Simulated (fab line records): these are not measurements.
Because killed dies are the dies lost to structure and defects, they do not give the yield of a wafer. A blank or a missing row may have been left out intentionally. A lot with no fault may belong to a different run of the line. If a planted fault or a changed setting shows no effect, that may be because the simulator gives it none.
fab line records	flow n5Finfet
record lots=4	wafers=12	lastDay=16
route steps=1938 shown MOL_CONTACT_COAG@523 BEOL_M4@1111 PASSIVATION@1936
lots that met no fault: from a run of the same line without faults
startH: start of the lot's first displayed wafer, in hours after the record's first day	waitH: hours elapsed since this lot's preceding step	" same as the row above	L1.1+2: one row covering several wafers at once	- no value, or no start was given	* or withheld: withheld	< > ~ a bound
route shown NAME@n: a module of which the file shows steps, and the number in the route of the first	usual: mean and standard deviation over wafers with no fault	same: alike in all rows	chamber/n: place in a boat	sites: each site's reading	_std_site: the standard deviation of these	_edge_site: the outer-site mean with the inner-site mean subtracted	radiusMm: for every site, how far away it sits from the centre of the wafer	mask NAME#n: copy n	behind: the last tool/chamber to shape the wafer	hold: reason for holding the lot/hours on hold/outcome of the hold	device: whichever transistor did not switch (one of n, p or np)	end of line: at the end of the route, the tests of the same wafers	a step without rows: its recipe alone	killed: at the first sort, the dies lost to defects and structure; wafer yield is something else	map: shows each die of a wafer: x if killed, . if not, _ if none is there
set.NAME: the setting as run; set.NAME@STEP: as run at that earlier step	model.NAME: the simulator's own value behind a step, which no gauge read
lots seen at some steps along the route; tables by step, rows by wafer
services: the hour from which a tool's chamber was out of use, counted from the record's first day as startH (under 0 if before that day), plus the number of hours and why
## steps
# step N5_MOL_CONTACT_COAG_EXPOSE_05
# recipe maskId=CA	na=0.33	sourceShape=annular	sigmaInner=0.4	sigmaOuter=0.8	polarization=unpolarized	defocusNm=0	doseMj=38.25
# step N5_MOL_CONTACT_COAG_PEB_06
# recipe pebTempC=100	pebTimeS=60	resist=CAR-EUV
# step N5_MOL_CONTACT_COAG_DEVELOP_07
# recipe developTimeS=30	developer=TMAH	resist=CAR-EUV	rinseLiquid=surfactantRinse	dry=airSpin	devTempC=23
# step N5_MOL_CONTACT_COAG_DESCUM_13
# recipe chemistry=O2	timeS=7	sourcePowerW=50	biasPowerW=20	pressureMtorr=20	rfFrequencyHz=2.712e+07	tempC=40	resist=CAR-EUV	o2FlowSccm=225
# step N5_MOL_CONTACT_COAG_ETCH_59
# recipe chemistry=N2/H2	target=underlayer	targetDepthA=130	maskMaterial=CAR-EUV	timeS=10.4	ionEnergyEv=200	pressureMtorr=30	sourceW=840	biasW=150	n2FlowSccm=200	h2FlowSccm=200	ends=cleared
# step N5_MOL_CONTACT_COAG_ETCH_105
# recipe chemistry=CF4	target=SiARC	targetDepthA=156	maskMaterial=CAR-EUV	timeS=26	ionEnergyEv=80	pressureMtorr=40	sourceW=545	biasW=36	Ar_flow_sccm=100	cf4FlowSccm=100	ends=cleared
# step N5_MOL_CONTACT_COAG_ETCH_106
# recipe chemistry=N2/H2	target=SOC	targetDepthA=800	overetchA=160	maskMaterial=SiARC	tempC=40	timeS=120	ionEnergyEv=200	pressureMtorr=30	sourceW=840	biasW=150	n2FlowSccm=200	h2FlowSccm=200
# step N5_MOL_CONTACT_COAG_STRIP_107
# recipe chemistry=N2/H2	tempC=40	n2FlowSccm=200	h2FlowSccm=200	rfFrequencyHz=6e+07
# step N5_MOL_CONTACT_COAG_STRIP_108
# recipe chemistry=N2/H2	tempC=40	n2FlowSccm=200	h2FlowSccm=200	rfFrequencyHz=6e+07
# step N5_MOL_CONTACT_COAG_CONTACT_ETCH_14
# recipe chemistry=C4F6/O2	target=SiO2	targetDepthA=275	overetchA=85	maskMaterial=SOC	pressureMtorr=30	sourceW=370	biasW=185	Ar_flow_sccm=300	C4F6_flow_sccm=16	O2_flow_sccm=10	timeS=20	ionEnergyEv=259.6
# usual drypumpMotorCurrentA=5.6/0.51	oes_f_703_au=0.82/0.11	oesProductAu=0.70/0.086	rfFwdPowerW=364.3/1.9	rfVppV=692/3.3	showerheadPlenumPTorr=2.85/0.094	throttleValvePct=21.21/0.23
lot.wafer	tool	chamber	startH	waitH	drypumpMotorCurrentA	oes_f_703_au	oesProductAu	rfFwdPowerW	rfHoursCounterH	rfVppV	showerheadPlenumPTorr	throttleValvePct
L744.2	rieDiel-06	3	95.21	0.0	5.3	0.72	0.58	361.6	240	691	2.84	21.11
L744.3	"	1	"	"	4.9	0.82	0.72	364.9	86	693	2.92	21.02
L744.4	"	2	"	"	5.5	0.90	0.76	366.2	27	695	2.91	21.38
L747.1	rieDiel-06	0	117.06	0.0	5.5	0.51	0.60	275.5	242	741	2.72	21.47
L747.2	"	1	"	"	4.9	0.57	0.70	274.9	96	756	2.91	21.05
L747.4	"	0	"	"	5.5	0.51	0.60	275.0	-	741	2.72	21.47
L750.2	rieDiel-06	1	132.67	0.0	4.9	0.56	0.70	274.7	105	757	2.91	21.03
L750.3	"	2	"	"	5.5	0.60	0.74	275.6	46	753	2.90	21.41
L750.5	"	1	"	"	4.9	0.56	0.69	273.7	-	756	2.91	21.05
L758.3	rieDiel-01	2	180.94	0.0	5.2	1.01	0.86	365.7	1	692	2.83	20.72
L758.4	"	1	"	"	6.7	0.95	0.81	360.6	7	691	2.82	21.30
L758.6	"	0	"	"	6.0	0.74	0.67	364.2	-	695	2.91	21.37
# step N5_MOL_CONTACT_COAG_STRIP_109
# recipe chemistry=C4F6/O2	resist=SiARC	rfFrequencyHz=6e+07
# step N5_MOL_CONTACT_COAG_ETCH_15
# recipe chemistry=CH3F/O2	target=SiNx	targetDepthA=70	maskMaterial=SOC	stopOn=Si:P	overEtchFrac=0.75	ionEnergyEv=120	pressureMtorr=30	sourceW=395	biasW=73	Ar_flow_sccm=150	CH3F_flow_sccm=30	O2_flow_sccm=20
# usual drypumpMotorCurrentA=5.6/0.51	oes_f_703_au=0.82/0.11	oesProductAu=0.60/0.075	rfFwdPowerW=392.5/1.3	rfVppV=295/5.9	showerheadPlenumPTorr=1.98/0.069	throttleValvePct=16.27/0.23
lot.wafer	tool	chamber	startH	waitH	drypumpMotorCurrentA	oes_f_703_au	oesProductAu	rfFwdPowerW	rfHoursCounterH	rfVppV	showerheadPlenumPTorr	throttleValvePct	model.SOC_of_MOL_CONTACT_COAG_COAT_103.thkNm
L744.2	rieDiel-06	3	95.24	0.0	5.3	0.72	0.50	392.8	240	294	1.97	16.28	75.4
L744.3	"	1	"	"	4.9	0.82	0.63	392.3	86	303	2.03	16.09	75.4
L744.4	"	2	"	"	5.5	0.90	0.67	391.8	27	299	2.03	16.44	75.4
L747.1	rieDiel-06	0	117.09	0.0	5.5	0.72	0.51	391.5	242	282	1.89	16.59	75.8
L747.2	"	1	"	"	4.9	0.82	0.60	393.7	96	302	2.03	16.08	75.8
L747.4	"	0	"	"	5.6	0.73	0.51	391.5	-	282	1.88	16.58	75.8
L750.2	rieDiel-06	0	132.71	0.0	5.5	0.71	0.51	392.5	251	282	1.88	16.60	76
L750.3	"	1	"	"	4.9	0.80	0.60	394.1	-	302	2.02	16.12	75.8
L750.5	"	0	"	"	5.5	0.71	0.51	391.6	-	282	1.88	16.61	75.6
L758.3	rieDiel-01	2	180.98	0.0	5.1	1.02	0.73	393.0	1	302	1.96	15.78	74.8
L758.4	"	1	"	"	6.7	0.95	0.70	391.5	7	295	1.96	16.31	75
L758.6	"	0	"	"	5.9	0.76	0.57	392.5	-	290	2.02	16.35	75.2
# step N5_MOL_CONTACT_COAG_ETCH_110
# recipe chemistry=CF4/O2	target=Si	targetDepthA=25	timeS=8	pressureMtorr=100	sourceW=200	biasW=12	ionEnergyEv=60	Ar_flow_sccm=100	cf4FlowSccm=100	O2_flow_sccm=10
# usual drypumpMotorCurrentA=5.6/0.51	oes_f_703_au=0.82/0.11	oesProductAu=0.81/0.11	rfFwdPowerW=198.4/0.7	rfVppV=126.2/3	showerheadPlenumPTorr=2.20/0.07	throttleValvePct=10.69/0.27
lot.wafer	tool	chamber	startH	waitH	drypumpMotorCurrentA	oes_f_703_au	oesProductAu	rfFwdPowerW	rfHoursCounterH	rfVppV	showerheadPlenumPTorr	throttleValvePct	model.SOC_of_MOL_CONTACT_COAG_COAT_103.thkNm
L744.2	rieDiel-06	3	95.30	0.0	5.3	0.72	0.70	198.3	240	125.1	2.20	10.88	73.8
L744.3	"	1	"	"	4.9	0.82	0.84	198.6	86	131.3	2.25	10.47	73.8
L744.4	"	2	"	"	5.5	0.90	0.89	198.8	27	125.9	2.26	10.75	73.8
L747.1	rieDiel-06	0	117.15	0.0	5.5	0.73	0.70	198.2	242	120.1	2.10	11.08	74.4
L747.2	"	1	"	"	4.9	0.81	0.82	197.9	96	130.2	2.25	10.50	74.2
L747.4	"	0	"	"	5.5	0.73	0.70	198.2	-	121.1	2.10	11.08	74.4
L750.2	rieDiel-06	0	132.80	0.1	5.5	0.72	0.68	199.6	251	119.9	2.10	11.10	74.6
L750.3	"	1	"	"	4.9	0.80	0.81	198.2	-	131.6	2.25	10.50	74.2
L750.5	"	0	"	"	5.5	0.72	0.68	198.2	-	120.7	2.10	11.10	74.2
L758.3	rieDiel-01	2	181.04	0.0	5.2	1.01	1.01	198.5	1	130.4	2.19	10.17	73.4
L758.4	"	1	"	"	6.7	0.95	0.96	196.5	7	127.1	2.18	10.57	73.4
L758.6	"	0	"	"	6.0	0.76	0.76	198.9	-	125.3	2.24	10.76	73.8
# step N5_MOL_CONTACT_COAG_STRIP_98
# recipe chemistry=N2/H2	powerW=500	tempC=40	pressureMtorr=50	rfFrequencyHz=6e+07	overashFraction=0.3	biasPowerW=8	h2Frac=0.5	n2FlowSccm=300	h2FlowSccm=300
# step N5_MOL_CONTACT_COAG_IMPLANT_129
# recipe species=Ge	energyKev=3	doseCm2=6e+14	tiltDeg=0	rotationDeg=0
# step N5_MOL_CONTACT_COAG_PRECLEAN_111
# recipe chemistry=NF3:NH3	afsCycles=1	tempC=30	timeS=20	sublimationTempC=180	sublimationTimeS=60	pressureTorr=3	rfPowerW=30
# step N5_MOL_CONTACT_COAG_TI_SIL_19
# recipe material=Ti	targetThkA=42	tempC=200	chamberPressurePa=5	powerW=5000	timeS=15
# step N5_MOL_CONTACT_COAG_ALD_20
# recipe material=TiN	targetThkA=15	tempC=400	aldPrecursorFamily=TiCl4	aldCoReactant=NH3	pulseTimeS=1	purgeTimeS=3	coReactantPurgeTimeS=2	coReactantPulseTimeS=2	aldCycles=68	pressureTorr=3
# step N5_MOL_CONTACT_COAG_SIL_ANNEAL_21
# recipe tempC=550	timeS=60	ambient=N2
# step N5_MOL_CONTACT_COAG_PRE_CLEAN_141
# recipe gas=H2/He	timeS=60	tempC=300
# step N5_MOL_CONTACT_COAG_SPUTTER_143
# recipe material=Co	targetThkA=25	tempC=25	chamberPressurePa=0.2
# step N5_MOL_CONTACT_COAG_CO_FILL_22
# recipe material=Co	targetThkA=200	tempC=200	precursor=CCTBA/H2	pressureTorr=30
# step N5_MOL_CONTACT_COAG_ANNEAL_113
# recipe tempC=400	timeS=300	ambient=H2/N2
# step N5_MOL_CONTACT_COAG_PRE_CLEAN_142
# recipe gas=H2/He	timeS=60	tempC=300
# step N5_MOL_CONTACT_COAG_SPUTTER_130
# recipe material=Co	targetThkA=475	tempC=25	chamberPressurePa=0.5	powerW=3000
# step N5_MOL_CONTACT_COAG_PRECLEAN_125
# recipe chemistry=DIW	timeS=57.5	tempC=23
# step N5_MOL_CONTACT_COAG_SRD_126
# recipe dryTimeS=32	dry=n2Spin	spinRpm=1500
# step N5_MOL_CONTACT_COAG_CMP_23
# recipe stopOn=SiO2	tOverpolishS=1.5	postCmpClean=cuAlkaline	downForcePsi=2	platenRpm=50.289	padVelocityMS=1.0006	targetThkNm=0
# step N5_MOL_CONTACT_COAG_WET_ETCH_26
# recipe target=Co	targetDepthNm=13
# step N5_MOL_CONTACT_COAG_WET_ETCH_116
# recipe chemistry=SC1-inhibited	targetDepthNm=4.6	dry=ipaMarangoni	rinseTimeS=30	rinseTempC=23
# step N5_MOL_CONTACT_COAG_ALD_27
# recipe material=SiOC	targetThkA=170	tempC=400	aldPrecursorFamily=carbosiloxane	aldCoReactant=H2-plasma	pulseTimeS=1.5	timeS=2720	purgeTimeS=2	coReactantPurgeTimeS=2	aldCycles=340	pressureTorr=2
# step N5_MOL_CONTACT_COAG_CMP_28
# recipe stopOn=SiNx	tOverpolishS=0.85	postCmpClean=alkalineBrush	downForcePsi=4.15	platenRpm=51.8	padVelocityMS=1.0307	targetThkNm=14.522
# step N5_MOL_CONTACT_COAG_ALD_123
# recipe material=SiNx	targetThkA=50	tempC=400	aldPrecursorFamily=SiH2I2	aldCoReactant=N2/H2-plasma	pulseTimeS=1	purgeTimeS=2	coReactantPurgeTimeS=2	aldCycles=100	pressureTorr=2
# step N5_MOL_CONTACT_COAG_PECVD_31
# recipe material=SiO2	targetThkA=460	tempC=400	precursor=TEOS/O2	pressureTorr=6.5	rfW=withheld	teosFlowSccm=withheld	gas=O2	flowSccm=2650	timeS=8.9
# step N5_MOL_CONTACT_COAG_COAT_75
# recipe resist=SOC	tempC=250	timeS=60	spinRpm=1500	resistThkNm=60
# step N5_BEOL_M4_RC_MEAS_101
# usual DIBL_N=36.2/1.6	DIBL_P=36.1/2	IOFF_N=0.16/0.032	IOFF_P=0.22/0.036	ION_N=672/11	ION_P=463/7.5	RC_DENSE_N=18.9/0.46	RC_DENSE_P=23.6/0.64	RC_N=15.4/0.37	RC_P=19.3/0.52	REXT_N=74.9/1.6	REXT_P=100.6/2.4	SS_N=71.4/0.58	SS_P=73.2/0.67	VT_N=250/3.3	VT_P=-250/3.3
lot.wafer	tool	chamber	startH	waitH	DIBL_N[mV/V]	DIBL_P[mV/V]	IOFF_N[nA/um]	IOFF_P[nA/um]	ION_N[uA/um]	ION_P[uA/um]	RC_DENSE_N[ohm.um]	RC_DENSE_P[ohm.um]	RC_N[ohm.um]	RC_P[ohm.um]	REXT_N[ohm.um]	REXT_P[ohm.um]	SS_N[mV/dec]	SS_P[mV/dec]	VT_N[mV]	VT_P[mV]
L744.2	prober-01	0	175.64	0.2	38.3	37.9	0.19	0.28	676	468	19.9	24.7	16.2	20.2	77.6	104.3	72.0	73.7	246	-245
L744.3	"	0	"	"	32.8	31.0	0.10	0.16	651	457	18.6	23.1	15.2	19.0	76.8	103.0	70.2	72.0	255	-255
L744.4	"	0	"	"	35.6	35.2	0.14	0.22	671	465	20.3	25.4	16.5	20.7	78.1	104.2	71.6	73.0	251	-249
L747.1	prober-01	0	197.43	0.0	36.9	34.6	0.15	0.19	653	452	32.7	41.6	26.8	33.9	85.3	117.0	71.6	72.6	247	-249
L747.2	"	0	"	"	37.2	33.6	0.15	0.19	642	441	31.3	39.6	25.8	32.2	82.7	113.2	71.4	72.3	248	-252
L747.4	"	0	"	"	35.8	33.3	0.13	0.19	645	449	31.7	39.9	25.6	32.6	83.4	112.8	70.7	72.9	250	-249
L750.2	prober-02	0	213.60	0.2	34.2	35.1	0.14	0.18	650	445	32.8	40.9	27.2	33.4	85.9	109.7	70.9	73.0	251	-256
L750.3	"	0	"	"	35.7	36.1	0.17	0.19	656	444	30.6	38.0	24.8	30.7	83.1	108.5	71.5	73.5	248	-253
L750.5	"	0	"	"	34.4	34.1	0.13	0.17	642	439	33.0	41.0	26.9	33.3	84.0	110.7	71.0	73.1	253	-258
L758.3	prober-02	0	270.54	0.3	38.1	39.2	0.21	0.26	676	460	19.2	24.5	15.8	20.0	75.4	105.7	71.8	74.0	244	-247
L758.4	"	0	"	"	38.1	38.5	0.19	0.26	684	460	19.3	24.4	15.6	20.1	74.8	103.6	72.0	73.7	248	-246
L758.6	"	0	"	"	38.0	38.3	0.22	0.26	690	469	18.8	24.0	15.3	19.5	74.7	103.6	71.6	74.0	242	-244
# step N5_PASSIVATION_PROBE_49
# usual defectLimitedYield=91.4/1.3	killed_at_M0_to_M3=34/10	killed_at_M4_up=14/5.6	killedAtContacts=13/5.9	killedAtFrontEnd=37/9.9	killedAtOther=3.5/2.8	killedDies=101/15	killedOnRim=13/3.9	killedOpen=67/12	killedShort=32/6.6	sort_bin_5_function=5.0/0.81	sort_bin_6_memory=3.2/0.66	sortNPass=1079/15	sortYieldPct=91.4/1.3
# same grossDies=1180	killedAtBackSide=0	sort_bin_4_leakage[%]=0	sort_bin_8_speed[%]=0
lot.wafer	tool	chamber	startH	waitH	defectLimitedYield[%]	killed_at_M0_to_M3	killed_at_M4_up	killedAtContacts	killedAtFrontEnd	killedAtOther	killedDies	killedOnRim	killedOpen	killedShort	sort_bin_5_function[%]	sort_bin_6_memory[%]	sortNPass	sortYieldPct[%]
L758.3	prober-01	-	372.03	0.1	90.6	41	14	16	34	6	111	11	65	44	5.3	3.8	1069	90.6
L758.4	prober-01	-	372.08	0.2	91.6	22	9	15	53	0	99	15	70	29	5.0	3.2	1081	91.6
L758.6	prober-01	-	372.18	0.3	91.9	40	4	6	44	1	95	8	58	37	5.2	2.5	1085	91.9
# killed by level:class
L758.3 MOL_CONTACT_COAG:geometricParticle:open=14 BEOL_M0_SAQP:geometricParticle:short=11 BEOL_M0_SAQP:geometricParticle:open=8 BEOL_M3:geometricParticle:open=8 STI_FIN_REVEAL:geometricParticle:open=7 ILD0:geometricParticle:short=7 FIN_SAQP:geometricParticle:short=5 FIN_SAQP:geometricParticle:open=5
L758.4 STI_FIN_REVEAL:geometricParticle:open=13 MOL_CONTACT_COAG:geometricParticle:open=12 FIN_SAQP:geometricParticle:open=11 GATE_CUT:geometricParticle:open=6 BEOL_M1:geometricParticle:open=5 ILD0:geometricParticle:open=4 DUMMY_GATE:geometricParticle:open=4 ILD0:geometricParticle:short=4
L758.6 BEOL_M0_SAQP:geometricParticle:short=12 STI_FIN_REVEAL:geometricParticle:open=12 FIN_SAQP:geometricParticle:short=8 BEOL_M3:geometricParticle:open=7 BEOL_M0_SAQP:geometricParticle:open=7 FIN_SAQP:geometricParticle:open=4 GATE_CUT:geometricParticle:short=4 MOL_CONTACT_COAG:geometricParticle:open=4
## services
tool	chamber	startH	hours	kind
rieDiel-01	-	105.62	2.8	pm
rieDiel-06	3	116.09	-	clean
rieDiel-06	3	116.09	-	consumableReplace:focusRing
rieDiel-06	3	116.09	18.1	scheduledDown
rieDiel-06	3	116.09	18.1	ventCycle
rieDiel-01	3	118.77	-	clean
rieDiel-01	3	118.77	-	consumableReplace:focusRing
rieDiel-01	3	118.77	22.9	scheduledDown
rieDiel-01	3	118.77	22.9	ventCycle
rieDiel-01	1	141.67	-	clean
rieDiel-01	1	141.67	-	consumableReplace:focusRing
rieDiel-01	1	141.67	20.2	scheduledDown
rieDiel-01	1	141.67	20.2	ventCycle
rieDiel-06	0	141.86	-	clean
rieDiel-06	0	141.86	-	consumableReplace:focusRing
rieDiel-06	0	141.86	-	consumableReplace:showerhead
rieDiel-06	0	141.86	17.7	scheduledDown
rieDiel-06	0	141.86	17.7	ventCycle
rieDiel-01	2	162.14	-	clean
rieDiel-01	2	162.14	-	consumableReplace:focusRing
rieDiel-01	2	162.14	15.7	scheduledDown
rieDiel-01	2	162.14	15.7	ventCycle
## key
firstSign step=N5_MOL_CONTACT_COAG_CONTACT_ETCH_14	reading=rfFwdPowerW	direction=down	sigmas=48	usual=*	struck=*
effect step=N5_MOL_CONTACT_COAG_CONTACT_ETCH_14	reading=rfVppV	direction=up	sigmas=18	usual=692	struck=751
effect step=N5_BEOL_M4_RC_MEAS_101	reading=RC_N	direction=up	sigmas=29	usual=15.4	struck=26.2
effect step=N5_BEOL_M4_RC_MEAS_101	reading=RC_DENSE_N	direction=up	sigmas=29	usual=18.9	struck=32.0
effect step=N5_BEOL_M4_RC_MEAS_101	reading=RC_DENSE_P	direction=up	sigmas=26	usual=23.6	struck=40.2
effect step=N5_BEOL_M4_RC_MEAS_101	reading=RC_P	direction=up	sigmas=26	usual=19.3	struck=32.7
effect step=N5_BEOL_M4_RC_MEAS_101	reading=REXT_N	direction=up	sigmas=5.9	usual=74.9	struck=84.1
effect step=N5_BEOL_M4_RC_MEAS_101	reading=REXT_P	direction=up	sigmas=4.8	usual=100.6	struck=112.0
effect step=N5_BEOL_M4_RC_MEAS_101	reading=ION_P	direction=down	sigmas=2.4	usual=463	struck=445
effect step=N5_BEOL_M4_RC_MEAS_101	reading=ION_N	direction=down	sigmas=2.3	usual=672	struck=648
modelEffect step=N5_MOL_CONTACT_COAG_ETCH_15	value=SOC_of_MOL_CONTACT_COAG_COAT_103.thkNm	without=75.5	struck=75.8
modelEffect step=N5_MOL_CONTACT_COAG_ETCH_110	value=SOC_of_MOL_CONTACT_COAG_COAT_103.thkNm	without=74	struck=74.33
metAt N5_MOL_CONTACT_COAG_CONTACT_ETCH_14
struckWafers L747.1,L747.2,L747.4,L750.2,L750.3,L750.5
rowsEnd L747.1,L747.2,L747.4,L750.2,L750.3,L750.5
onsetBetween 95.21 117.06
fault kind=processParameterDrift	tool=rieDiel-06	chamber=-	onsetH=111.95	steps=N5_MOL_CONTACT_COAG_CONTACT_ETCH_14	channel=sourceW	offset=-88.8	shape=step	actsIn=theseRecipesOnly	stated=370
# rowsEnd: these wafers met a further fault down the route, and their rows from its step on are left out
